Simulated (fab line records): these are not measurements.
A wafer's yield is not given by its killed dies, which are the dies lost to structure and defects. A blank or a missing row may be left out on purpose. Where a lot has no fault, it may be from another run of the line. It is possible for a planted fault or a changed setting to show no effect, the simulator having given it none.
Struck lot and sound lot, side by side :: flow nand-harc :: 15 out of 1159 route steps
Sound: wafers L916.4, L916.5, L916.6. Struck: wafers L902.4, L902.5, L902.6. The cause comes at the end.
Per side, at each step with rows, come the tool, then ch with its chambers, and then its first start. Under that, the readings that differ: sound wafers :: struck wafers :: difference of the means :: sigmas: that difference in standard deviations of wafers without a fault.
alike: readings with means less than 2 such deviations apart, plus words and numbers identical on both sides. not compared: withheld readings, readings lacking a value on some wafer, bounds such as >300 that could conceal the same value, and numbers that have no deviation in the record and whose values overlap.
A row with sigmas, a row that says differs or no value, or rows on one side alone: a step with any of these is where the two part. Non-overlapping numbers with no deviation appear without sigmas and do not part them. Lack of a reading on every wafer of one side parts them only where that side has two or more wafers.

first, 1 step without rows for these wafers: NHARC_A_CONTACT_ETCH_138 (etches the open film in C4F8/O2/Ar, time 132 s, target depth 1289 nm).
NHARC_A_CONTACT_ETCH_139: etches the open film in C4F8/O2/Ar, time 137 s, target depth 590 nm.
  sound on har-cap-etch-02 ch 0,1, day 22 02:46; struck on har-cap-etch-02 ch 0,1, day 18 14:56
  alike: oes-air-line-au
  not compared: rf-hours-counter-h
NHARC_A_CONTACT_ETCH_92: etches the open film in CH3F/O2, target depth 40 nm, time 85.7 s.
  sound on rie-diel-03 ch 0,1, day 22 03:04; struck on rie-diel-13 ch 0,2,3, day 18 15:18
  alike: drypump-motor-current-A, o2-flow-sccm, oes-product-au, rf-vpp-V, showerhead-plenum-p-Torr, throttle-valve-pct
  not compared: rf-hours-counter-h
then, 1 step without rows for these wafers: NHARC_A_CONTACT_ETCH_98 (etches the open film in C4F6/O2, target depth 20 nm, time 10 s).
NHARC_A_CONTACT_CD_MEAS_15:
  sound on cd-sem-01 at day 22 03:16; struck on cd-sem-02 at day 18 15:29
  alike: cd-nm
then, 3 steps without rows for these wafers: NHARC_A_CONTACT_STRIP_107 (strips in N2/H2); NHARC_A_CONTACT_STRIP_108 (strips in CF4/CHF3); NHARC_A_CONTACT_STRIP_109 (strips in O2/COS).
NHARC_A_CONTACT_ETCH_110: etches the open film in CF4/O2, target depth 50 nm, overetch 5 nm, time 27.5 s.
  sound on rie-diel-03 ch 0,1,3, day 22 03:34; struck on rie-diel-13 ch 1,2,3, day 18 15:52
  alike: drypump-motor-current-A, o2-flow-sccm, oes_f_703_au, oes-product-au, rf-vpp-V, showerhead-plenum-p-Torr, throttle-valve-pct
  not compared: rf-hours-counter-h
NHARC_A_CONTACT_STRIP_26: strips in O2.
  sound on rie-diel-03 ch 0,1; struck on rie-diel-13 ch 0,1,3
  alike: drypump-motor-current-A, o2-flow-sccm, oes-product-au, rf-vpp-V, showerhead-plenum-p-Torr, throttle-valve-pct
  not compared: rf-hours-counter-h
then, 1 step without rows for these wafers: NHARC_A_CONTACT_STRIP_27 (strips in post etch residue remover, time 600 s).
NHARC_A_CONTACT_ALD_18: deposits TiN, target thk 3 nm, pulse time 1 s, ald cycles 150.
  sound on ald-metal-01 ch 1,2, day 22 04:13; struck on ald-metal-01 ch 0,3, day 18 16:31
  alike: heater-power-w, precursor-pulse-height-rel
  not compared: since-wet-clean-h
NHARC_A_CONTACT_CVD_19: deposits W, target thk 300 nm, time 802 s.
  sound on cvd-w-01 ch 0,1, day 22 04:40; struck on cvd-w-02 ch 0,1, day 18 20:09
  alike: heater-power-w, throttle-valve-pct
  not compared: since-wet-clean-h
NHARC_A_CONTACT_CMP_20: polishes, t overpolish 30 s, target thk 300 nm.
  sound on cmp-04 ch 0,3, day 22 05:19; struck on cmp-02 ch 1,2, day 18 21:01
reading: time-to-endpoint-s (s)
sound: 54 58 58
struck: 124 129 118
difference: +67
sigmas: +17
  alike: motor-current-A, overpolish-run-s
-- break in the record here, with 2 days between the starts of the struck wafers on either side (left off in module A_CONTACT, picked up again in module END, where the first step shown is number 1159 on the route) --
NHARC_END_SORT_01:
  only the struck wafers appear in the record here, on prober-01 ch 0 at day 21 03:28; the sound ones have no rows

== WHERE THEY PART ==
Last at NHARC_END_SORT_01 as far as this record goes, first at NHARC_A_CONTACT_CMP_20.

WHY: what the simulator had put in
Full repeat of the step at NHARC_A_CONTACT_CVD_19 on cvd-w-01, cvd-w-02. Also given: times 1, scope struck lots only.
